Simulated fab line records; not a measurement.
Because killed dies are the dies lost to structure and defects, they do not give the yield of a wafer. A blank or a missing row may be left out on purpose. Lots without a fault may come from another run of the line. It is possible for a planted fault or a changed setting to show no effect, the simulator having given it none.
Which tool was responsible? ; flow nand_harc ; 11 lots, 33 wafers sampled, at 4 steps of a route of 1302

## WHAT THE GAUGES SHOWED, per wafer
NHARC_P_M2_INSPECT_11.
lot;measured;on;raw_defect_count
L218;day 6 11:11;defect_inspect-02;3 3 2
L219;day 7 06:55;defect_inspect-01;5 6 2
L222;day 8 00:10;defect_inspect-02;2 1 1
L225;day 9 08:02;defect_inspect-02;3 5 1
L228;day 10 22:19;defect_inspect-01;7 11 15
L234;day 13 08:05;defect_inspect-02;266 2 2
L236;day 13 21:42;defect_inspect-01;4 4 286
L238;day 15 04:17;defect_inspect-02;2 5 5
L239;day 15 13:41;defect_inspect-01;2 5 4
L240;day 15 17:53;defect_inspect-02;5 3 8
L241;day 16 00:46;defect_inspect-01;1 5 2

## EACH LOT AND THE TOOL THAT RAN IT (in order: tool; ch and the chambers of the sampled wafers; start)
lot;NHARC_P_M1_ETCH_35;NHARC_P_M1_ETCH_15;NHARC_P_M2_DEP_00
L218;rie_diel-12 ch 2,3, day 6 07:10;rie_diel-12 ch 0,2,3, day 6 10:16 or earlier;pecvd-03 ch 0,2, day 6 10:16
L219;rie_diel-10 ch 0,3, day 7 02:46;rie_diel-10 ch 0,1, day 7 05:58 or earlier;pecvd-04 ch 1,2, day 7 05:58
L222;rie_diel-12 ch 0,1, day 7 20:05;rie_diel-12 ch 1,2,3, day 7 23:20 or earlier;pecvd-03 ch 0,1,2, day 7 23:20
L225;rie_diel-10 ch 0,1,3, day 9 03:31;rie_diel-10 ch 0,2,3, day 9 07:10 or earlier;pecvd-01 ch 0,2, day 9 07:10
L228;rie_diel-08 ch 0,3, day 10 18:13;rie_diel-08 ch 0,1,3, day 10 21:24 or earlier;pecvd-03 ch 0,1,2, day 10 21:24
L234;rie_diel-12 ch 1,2, day 13 04:06;rie_diel-12 ch 1,2,3, day 13 07:10 or earlier;pecvd-03 ch 0,1,2, day 13 07:10
L236;rie_diel-08 ch 0,1,3, day 13 17:42;rie_diel-08 ch 0,1, day 13 20:45 or earlier;pecvd-03 ch 0,1,2, day 13 20:45
L238;rie_diel-10 ch 1,2,3, day 15 00:21;rie_diel-10 ch 1,2,3, day 15 03:27 or earlier;pecvd-01 ch 1,2, day 15 03:27
L239;rie_diel-08 ch 0,1, day 15 09:24;rie_diel-08 ch 0,1,3, day 15 12:46 or earlier;pecvd-01 ch 0,1,2, day 15 12:46
L240;rie_diel-10 ch 1,2, day 15 13:59;rie_diel-10 ch 0,2,3, day 15 17:06 or earlier;pecvd-04 ch 0,1,2, day 15 17:06
L241;rie_diel-10 ch 0,2,3, day 15 20:24;rie_diel-10 ch 0,2,3, day 15 23:51 or earlier;pecvd-01 ch 0,2, day 15 23:51
- NHARC_P_M1_ETCH_35: etches the open film in N2/H2, target depth 40 nm, overetch 12 nm, time 43.94 s.
- NHARC_P_M1_ETCH_15: etches the open film in C4F8/Ar, target depth 182.5 nm, time 91.2 s.
- NHARC_P_M2_DEP_00: deposits SiOC, target thk 182.5 nm.

## THE ANSWER, worked out from the rows above alone
Rule: what is usual is taken from the lots themselves. Put in order of their means at a reading, lots are off if they are a third of the lots or fewer, leave a main group of 4 or more, and stand apart from it by a gap of 3 or more times the standard deviation of the main group's means; of several such gaps the widest counts. If all means in a main group match to the digits the tables above print for the reading, that group is not used. A lot without any number at a reading at which 4 lots or more have one is off too. All remaining lots with rows at the step are treated as sound.
Off, at NHARC_P_M2_INSPECT_11 on raw_defect_count: L234, L236. Mean 4.2 and standard deviation 2.6 in the main group.
A tool fits if, at a process step before that reading, it ran every lot that is off, and no sound lot after the first of them. Gauges at NHARC_P_M2_INSPECT_11: tried the same way as those tools. Because NHARC_P_M1_ETCH_15 lacks a start for some lots, the hours and order of its lots are taken from NHARC_P_M2_DEP_00. One fits: pecvd-03 at NHARC_P_M2_DEP_00. Its last sound lot is L228 (day 10 21:24), its first lot that is off L234 (day 13 07:10): a fault that began between those two fits.

## WHAT THE SIMULATOR HAD PUT IN
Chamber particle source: pecvd-03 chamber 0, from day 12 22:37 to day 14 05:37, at NHARC_P_M2_DEP_00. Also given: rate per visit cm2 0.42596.
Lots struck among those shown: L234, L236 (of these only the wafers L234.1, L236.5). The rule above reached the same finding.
